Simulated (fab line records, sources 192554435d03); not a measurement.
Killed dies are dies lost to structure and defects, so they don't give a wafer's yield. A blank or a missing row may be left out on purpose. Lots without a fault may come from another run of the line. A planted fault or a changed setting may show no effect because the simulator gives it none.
Chamber matching | flow n5_finfet | N5_SD_EPI_N_ETCH_35 on rie_diel-06: 4 sister chambers
The step etches SOC in N2/H2, overetch 108 nm, time 486 s. 4 wafers are shown with their chamber, then 8 later ones without.

WAFERS WITH THEIR CHAMBER
wafer  | chamber | drypump_motor_current_A (A)
L076.5 | 2       | 5.5
L079.5 | 1       | 6.1
L087.5 | 3       | 5.5
L090.4 | 0       | 5.7

WAFERS WITHOUT THEIR CHAMBER
wafer  | drypump_motor_current_A (A)
L090.5 | 5.5
L090.6 | 5.5
L096.2 | 6.2
L096.4 | 5.5
L096.5 | 6.2
L097.3 | 6.2
L097.4 | 6.2
L097.5 | 5.5

WHICH CHAMBER EACH WENT THROUGH
wafer  | from the rows above     | in truth
L090.5 | can't be placed: 2 or 3 | 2
L090.6 | can't be placed: 2 or 3 | 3
L096.2 | 1                       | 1
L096.4 | can't be placed: 2 or 3 | 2
L096.5 | 1                       | 1
L097.3 | 1                       | 1
L097.4 | 1                       | 1
L097.5 | can't be placed: 2 or 3 | 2
Placed correctly: 4 of 8. Can't be placed from these rows: 4 (the true chamber is among the candidates in 4). Placed wrongly: 0.
How it was worked out, from the rows above alone: a wafer's distance from a chamber is the root of the sum, over the readings, of the square of ((its reading less the chamber's mean) divided by the reading's scatter). The wafer belongs to the nearest chamber; if the next one is less than 2 further off, it can't be placed. A chamber's mean is the mean of its shown wafers. The scatter: with one shown wafer a chamber, the root of the mean of the squares of how far each hidden wafer lies from its nearest shown one.
